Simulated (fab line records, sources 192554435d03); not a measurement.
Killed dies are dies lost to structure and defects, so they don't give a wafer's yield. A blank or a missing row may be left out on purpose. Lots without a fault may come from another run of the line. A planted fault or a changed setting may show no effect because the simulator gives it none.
A struck lot beside a sound one | flow n5_finfet | 17 steps out of a route of 1938
Sound: wafers L511.2, L511.3, L511.6. Struck: wafers L521.1, L521.5. The cause comes at the end.
At each step with rows: each side's tool, then ch and its chambers, then its first start. Under that, the readings that differ: sound wafers | struck wafers | difference of the means | sigmas: that difference in standard deviations of wafers without a fault.
alike: readings whose means differ by less than 2 such deviations, and words and numbers that are the same on both sides. not compared: withheld readings, readings that some wafer has no value for, bounds like >300 that may hide the same value, and numbers for which the record gives no deviation and whose values overlap.
The two part at a step that has a row with sigmas, a row that says differs or no value, or rows on one side only. Numbers that don't overlap but have no deviation are shown without sigmas and don't part them. A reading that every wafer of one side lacks parts them only if that side has two wafers or more.

N5_FIN_CUT_OVL_MEAS_09:
  sound on overlay-02 ch 0, day 4 03:47; struck on overlay-02 ch 0, day 6 15:11
  alike: FIN_CUT_OVL
N5_FIN_CUT_INSPECT_10: inspects for defects (brightfield).
  sound on defect_inspect-01, day 4 03:50; struck on defect_inspect-01, day 6 15:15
  reading          | sound    | struck | difference | sigmas
  raw_defect_count | 49 57 85 | 30 40  | -29        | -2
N5_FIN_CUT_DESCUM_13: chemistry O2, time 7 s.
  sound on rie_diel-06 ch 0,2, day 4 03:52; struck on rie_diel-05 ch 0,1, day 6 15:39
  alike: drypump_motor_current_A, o2_flow_sccm, oes_product_au, rf_vpp_V, showerhead_plenum_p_Torr, throttle_valve_pct
  not compared: rf_hours_counter_h
then, 1 step without rows for these wafers: N5_FIN_CUT_ETCH_30 (etches underlayer in N2/H2, target depth 13 nm, time 10.4 s).
N5_FIN_CUT_ETCH_20: etches SiARC in CF4, target depth 26 nm, time 43.3 s.
  sound on rie_diel-06 ch 0,2, day 4 03:56; struck on rie_diel-05 ch 0,1, day 6 15:42
  alike: drypump_motor_current_A, etch_rf_on_time_s, oes_product_au, rf_vpp_V, showerhead_plenum_p_Torr, throttle_valve_pct
  not compared: rf_hours_counter_h
N5_FIN_CUT_ETCH_21: etches SOC in N2/H2, target depth 219 nm, overetch 43.8 nm, time 523.5 s.
  sound on rie_diel-06 ch 0,2, day 4 03:58; struck on rie_diel-05 ch 0,1, day 6 15:44
  alike: drypump_motor_current_A, oes_product_au, rf_vpp_V, showerhead_plenum_p_Torr, throttle_valve_pct
  not compared: rf_hours_counter_h
then, 4 steps without rows for these wafers: N5_FIN_CUT_STRIP_23 (strips in N2/H2); N5_FIN_CUT_STRIP_31 (strips in N2/H2); N5_FIN_CUT_STRIP_24 (strips in CF4); N5_FIN_CUT_CUT_ETCH_26 (etches SiNx in CH3F/O2, target depth 39 nm, time 55.7 s).
N5_FIN_CUT_CUT_ETCH_27: etches SiO2 in CHF3/O2, target depth 4 nm, overetch 2 nm, time 4.9 s.
  sound on rie_diel-06 ch 0,2,3, day 4 04:21; struck on rie_diel-05 ch 0,1, day 6 16:08
  alike: drypump_motor_current_A, oes_product_au, rf_vpp_V, showerhead_plenum_p_Torr, throttle_valve_pct
  not compared: rf_hours_counter_h
then, 1 step without rows for these wafers: N5_FIN_CUT_PRECLEAN_35 (cleans in vHF, time 13.3 s).
N5_FIN_CUT_CUT_ETCH_15: etches Si in HBr/Cl2/O2, target depth 100 nm, bt time 10 s, time 42.4 s.
  sound on rie_si-02 ch 0,3, day 4 04:32; struck on rie_si-06 ch 1,2, day 6 16:17
  reading                                  | sound            | struck      | difference | sigmas
  model.etch.depth_nm (nm)                 | 98.3 99.41 100.4 | 84.15 85.1  | -14.75     |
  model.FIN_CUT.feature_depth_nm (nm)      | 98.4 99.4 100.4  | 84.2 85     | -14.8      |
  model.SOC_of_FIN_CUT_COAT_18.thk_nm (nm) | 171.6 170 170.4  | 176.4 175.2 | +5.1       |
  alike: drypump_motor_current_A, he_backside_leak_sccm, oes_product_au, throttle_valve_pct
  not compared: rf_hours_counter_h
N5_FIN_CUT_CUT_ETCH_28: etches Si in HBr/Cl2/O2, target depth 6 nm, time 2.4 s.
  sound on rie_si-02 ch 0,3, day 4 04:35; struck on rie_si-06 ch 1,2, day 6 16:20
  reading                                  | sound             | struck      | difference | sigmas
  model.SOC_of_FIN_CUT_COAT_18.thk_nm (nm) | 169.8 168.2 168.6 | 174.6 173.6 | +5.2       |
  alike: drypump_motor_current_A, he_backside_leak_sccm, oes_product_au, throttle_valve_pct
  not compared: rf_hours_counter_h
N5_FIN_CUT_STRIP_22: strips in N2/H2.
  sound on rie_diel-06 ch 2, day 4 04:39; struck on rie_diel-05 ch 0, day 6 16:26
  reading                | sound          | struck    | difference | sigmas
  throttle_valve_pct (%) | 19.5 19.5 19.5 | 18.4 18.5 | -1.1       | -3
  alike: drypump_motor_current_A, oes_product_au, power_w, rf_vpp_V, showerhead_plenum_p_Torr
  not compared: rf_hours_counter_h
-- the record jumps here: 6 days lie between the struck wafers' starts before and after (it left off in module FIN_CUT and takes up again in module BEOL_M4, whose first step shown is number 1111 of the route) --
N5_BEOL_M4_RC_MEAS_101:
  sound on prober-02 ch 0, day 10 03:49; struck on prober-02 ch 0, day 12 12:40
  alike: DIBL_N, DIBL_P, IOFF_N, IOFF_P, ION_N, ION_P, SS_N, SS_P, VT_N, VT_P
-- the record jumps here: 4 days lie between the struck wafers' starts before and after (it left off in module BEOL_M4 and takes up again in module PASSIVATION, whose first step shown is number 1936 of the route) --
N5_PASSIVATION_PROBE_49:
  the record has rows for the struck wafers here (prober-02, day 16 17:37) and none for the sound ones

WHERE THEY PART
First at N5_FIN_CUT_INSPECT_10; last, within this record, at N5_PASSIVATION_PROBE_49.

WHY: what the simulator had put in
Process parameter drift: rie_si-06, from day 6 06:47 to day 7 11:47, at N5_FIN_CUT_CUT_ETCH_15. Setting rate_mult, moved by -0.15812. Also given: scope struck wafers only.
